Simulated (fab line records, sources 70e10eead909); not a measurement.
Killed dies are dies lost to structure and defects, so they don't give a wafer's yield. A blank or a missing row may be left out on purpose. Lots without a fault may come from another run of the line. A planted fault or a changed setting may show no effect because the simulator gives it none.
Which tool did it? | flow nand_harc | 15 lots, 45 wafers sampled, at 5 steps of a route of 1159

WHAT THE GAUGES READ, wafer by wafer
NHARC_P_BONDPAD_INSPECT_23. Usual: raw_defect_count 320, standard deviation 110.
lot  | measured     | on                | raw_defect_count | flag
L582 | day 6 10:37  | defect_inspect-02 | 186 223 259      |
L583 | day 6 11:53  | defect_inspect-01 | 455 238 275      |
L585 | day 7 03:08  | defect_inspect-01 | 312 329 331      |
L584 | day 7 03:59  | defect_inspect-01 | 242 396 359      |
L586 | day 7 05:20  | defect_inspect-02 | 417 308 307      |
L587 | day 7 17:12  | defect_inspect-01 | 588 490 540      |
L590 | day 8 16:04  | defect_inspect-01 | 270 245 311      |
L594 | day 9 23:49  | defect_inspect-01 | 448 224 376      |
L595 | day 10 00:27 | defect_inspect-01 | 159 210 257      |
L597 | day 10 02:01 | defect_inspect-01 | 299 240 134      |
L598 | day 10 15:53 | defect_inspect-01 | 351 526 476      |
L600 | day 11 03:46 | defect_inspect-01 | 607 512 319      |
L602 | day 11 15:17 | defect_inspect-01 | 157 168 262      |
L603 | day 11 19:22 | defect_inspect-01 | 531 341 318      |
L605 | day 12 04:19 | defect_inspect-02 | 355 224 223      |

NHARC_A_START_INSPECT_01. Usual: raw_defect_count 3.3, standard deviation 1.9.
lot  | measured     | on                | raw_defect_count | flag
L582 | day 6 11:27  | defect_inspect-02 | 2 5 1            |
L583 | day 6 12:21  | defect_inspect-01 | 4 2 3            |
L585 | day 7 03:39  | defect_inspect-01 | 2 3 2            |
L584 | day 7 04:28  | defect_inspect-02 | 1 1 1            |
L586 | day 7 05:49  | defect_inspect-01 | 6 4 2            |
L587 | day 7 17:40  | defect_inspect-01 | 2 7 4            |
L590 | day 8 16:34  | defect_inspect-01 | 3 4 1            |
L594 | day 10 00:17 | defect_inspect-02 | 2 5 2            |
L595 | day 10 00:55 | defect_inspect-02 | 7 4 3            |
L597 | day 10 02:29 | defect_inspect-02 | 2 5 3            |
L598 | day 10 16:22 | defect_inspect-01 | 3 3 8            |
L600 | day 11 04:14 | defect_inspect-01 | 2 4 6            |
L602 | day 11 15:47 | defect_inspect-01 | 3 5 7            |
L603 | day 11 19:50 | defect_inspect-01 | 8 3 5            |
L605 | day 12 04:47 | defect_inspect-01 | 5 1 2            |

NHARC_A_ONON_D1_INSPECT_32. Usual: raw_defect_count 74, standard deviation 28.
lot  | measured     | on                | raw_defect_count | flag
L582 | day 7 23:10  | defect_inspect-02 | 44 56 49         |
L583 | day 7 23:11  | defect_inspect-01 | 31 29 54         |
L585 | day 8 19:14  | defect_inspect-01 | 37 86 50         |
L584 | day 8 18:50  | defect_inspect-01 | 61 73 61         |
L586 | day 8 19:04  | defect_inspect-01 | 35 75 69         |
L587 | day 9 08:50  | defect_inspect-01 | 57 94 66         |
L590 | day 10 04:52 | defect_inspect-01 | 82 49 52         |
L594 | day 11 16:29 | defect_inspect-01 | 61 36 77         |
L595 | day 11 16:32 | defect_inspect-01 | 61 64 97         |
L597 | day 11 16:37 | defect_inspect-01 | 74 103 93        |
L598 | day 12 08:41 | defect_inspect-01 | 99 108 99        |
L600 | day 12 18:34 | defect_inspect-01 | 108 69 61        |
L602 | day 13 04:32 | defect_inspect-01 | 83 71 102        |
L603 | day 13 14:13 | defect_inspect-01 | 72 83 116        |
L605 | day 13 23:04 | defect_inspect-01 | 95 98 79         |

NHARC_END_SORT_01. Usual: killed_at_array 26, standard deviation 9; killed_at_other 0.8, standard deviation 1.2; killed_at_periphery 3.2, standard deviation 2.3; killed_dies 30, standard deviation 9.1; killed_open 3.5, standard deviation 2; killed_short 1.8, standard deviation 1.4.
lot  | measured     | on        | killed_at_array | killed_at_other | killed_at_periphery | killed_dies | killed_open | killed_short | flag
L594 | day 22 10:04 | prober-02 | 672 675 674     | 1 0 0           | 4 2 3               | 677 677 677 | 3 2 3       | 4 0 2        | OFF
L595 | day 22 11:40 | prober-01 | 676 676 677     | 0 0 0           | 1 1 0               | 677 677 677 | 3 2 2       | 1 2 1        | OFF
L597 | day 23 04:27 | prober-02 | 675 671 674     | 0 0 1           | 2 6 2               | 677 677 677 | 7 1 2       | 2 2 3        | OFF

WHICH TOOL RAN EACH LOT (tool, then ch and the chambers of the sampled wafers, then the start)
lot  | NHARC_A_ONON_D1_DEP_22
L582 | pecvd_onon-02 ch 0, day 7 20:55
L583 | pecvd_onon-01 ch 0, day 7 20:43
L585 | pecvd_onon-03 ch 0, day 8 16:56
L584 | pecvd_onon-01 ch 0, day 8 16:40
L586 | pecvd_onon-02 ch 0, day 8 16:53
L587 | pecvd_onon-03 ch 0, day 9 06:40
L590 | pecvd_onon-02 ch 0, day 10 02:29
L594 | pecvd_onon-01, day 11 14:17
L595 | pecvd_onon-02, day 11 14:26
L597 | pecvd_onon-03, day 11 14:23
L598 | pecvd_onon-02 ch 0, day 12 06:31
L600 | pecvd_onon-03 ch 0, day 12 16:22
L602 | pecvd_onon-01 ch 0, day 13 02:22
L603 | pecvd_onon-03 ch 0, day 13 11:59
L605 | pecvd_onon-03 ch 0, day 13 20:56
- NHARC_A_ONON_D1_DEP_22: target thk 1000 nm.

WHAT THE TOOLS THEMSELVES READ (means of the sampled wafers that have a number; where no wafer has one, the mark that the record gives instead)
NHARC_A_ONON_D1_DEP_22. Usual: n2_flow_sccm 2750 sccm, standard deviation 8.5; n2o_flow_sccm 2001 sccm, standard deviation 6.2.
lot  | tool          | n2_flow_sccm (sccm) | n2o_flow_sccm (sccm) | flag
L582 | pecvd_onon-02 | 2752                | 1996                 |
L583 | pecvd_onon-01 | 2749                | 1998                 |
L585 | pecvd_onon-03 | 2753                | 2000                 |
L584 | pecvd_onon-01 | 2753                | 2008                 |
L586 | pecvd_onon-02 | 2742                | 2000                 |
L587 | pecvd_onon-03 | 2750                | 2001                 |
L590 | pecvd_onon-02 | 2755                | 2007                 |
L594 | pecvd_onon-01 | -                   | -                    | OFF
L595 | pecvd_onon-02 | -                   | -                    | OFF
L597 | pecvd_onon-03 | -                   | -                    | OFF
L598 | pecvd_onon-02 | 2754                | 2007                 |
L600 | pecvd_onon-03 | 2745                | 2005                 |
L602 | pecvd_onon-01 | 2753                | 2003                 |
L603 | pecvd_onon-03 | 2747                | 2002                 |
L605 | pecvd_onon-03 | 2743                | 2000                 |

THE ANSWER, worked out from the rows above alone
Rule: a lot is off if the mean of its wafers that have a number lies more than 3 standard deviations from the usual mean. A lot without any number at a reading at which 4 lots or more have one is off too. The other lots that the step has rows for count as sound. The gauges are gone through in route order, then the tools' own readings, and for those a lot's mean is taken as printed above. The first step at which some lot is off is used, and at that step the reading that is off furthest; a lot without a number counts as furthest.
Off: L594, L595, L597, at NHARC_END_SORT_01 (killed_at_array). Neither off nor sound, because the step has no rows for them: L582, L583, L585, L584, L586, L587, L590, L598, L600, L602, L603, L605.
A tool fits if, at a process step before that reading, it ran every lot that is off, and no sound lot after the first of them. The gauges at NHARC_END_SORT_01 aren't tried: what is off there is off at NHARC_A_ONON_D1_DEP_22 too, on other tools, and a gauge's error can't cause that. None of those tried fits.

WHAT THE SIMULATOR HAD PUT IN
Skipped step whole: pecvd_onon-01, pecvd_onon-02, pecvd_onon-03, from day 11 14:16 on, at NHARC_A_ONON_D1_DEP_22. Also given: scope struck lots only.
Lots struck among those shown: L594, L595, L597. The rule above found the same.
